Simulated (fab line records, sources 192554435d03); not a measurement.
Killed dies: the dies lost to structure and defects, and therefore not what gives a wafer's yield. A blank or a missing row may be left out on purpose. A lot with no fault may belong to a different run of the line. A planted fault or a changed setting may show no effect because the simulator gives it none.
Chamber matching	flow n5_finfet	4 sister chambers for N5_HKMG_FIN_ETCH_86 on rie_diel-01
The step etches SOC in N2/H2, stops on TiN, target depth 393.2 nm. 14 wafers are shown with their chamber, then 7 later ones without.

## EACH WAFER AND ITS CHAMBER
wafer	chamber	showerhead_plenum_p_Torr (Torr)	drypump_motor_current_A (A)	throttle_valve_pct (%)
L074.2	2	2.49	6.3	17.83
L074.5	2	2.49	6.3	17.82
L074.6	1	2.59	5.8	17.72
L075.2	3	2.56	5.6	17.88
L075.3	1	2.59	5.8	17.73
L075.4	0	2.70	5.7	17.84
L081.1	3	2.55	5.6	17.90
L081.3	2	2.48	6.2	17.85
L081.6	1	2.58	5.8	17.73
L082.1	1	2.58	5.8	17.75
L082.3	2	2.48	6.3	17.83
L082.4	3	2.55	5.6	17.90
L083.1	2	2.48	6.3	17.84
L083.4	0	2.69	5.8	17.87

SIGNATURES (averages over the wafers above)
reading	chamber 0	chamber 1	chamber 2	chamber 3	scatter within a chamber
showerhead_plenum_p_Torr	2.6950	2.5850	2.4840	2.5533	0.0058
drypump_motor_current_A	5.750	5.800	6.280	5.600	0.0361
throttle_valve_pct	17.8550	17.7325	17.8340	17.8933	0.0131
Rule: for a wafer and a chamber, the distance is found by dividing, reading by reading, the gap between the wafer's reading and the chamber's mean by the reading's scatter, squaring, summing and taking the root. The wafer belongs to the nearest chamber; if the next one is less than 2 further off, it can't be placed. The scatter: the root of (the sum of the squares of (reading less its chamber's mean) over the shown wafers, divided by (wafers less chambers)).

## WAFERS WHOSE CHAMBER IS MISSING
wafer	showerhead_plenum_p_Torr (Torr)	drypump_motor_current_A (A)	throttle_valve_pct (%)
L083.6	2.69	5.8	17.87
L090.1	2.57	5.8	17.79
L090.4	2.55	5.6	17.92
L090.5	2.57	5.8	17.78
L095.1	2.47	6.2	17.91
L095.2	2.54	5.5	17.97
L095.4	2.68	5.7	17.90

## CHAMBER TAKEN BY EACH
wafer	from the rows above	in truth
L083.6	0	0
L090.1	1	1
L090.4	3	3
L090.5	1	1
L095.1	2	2
L095.2	3	3
L095.4	0	0
Correct placement for 7 of the 7. Can't be placed from these rows: 0. Number placed wrongly: 0.
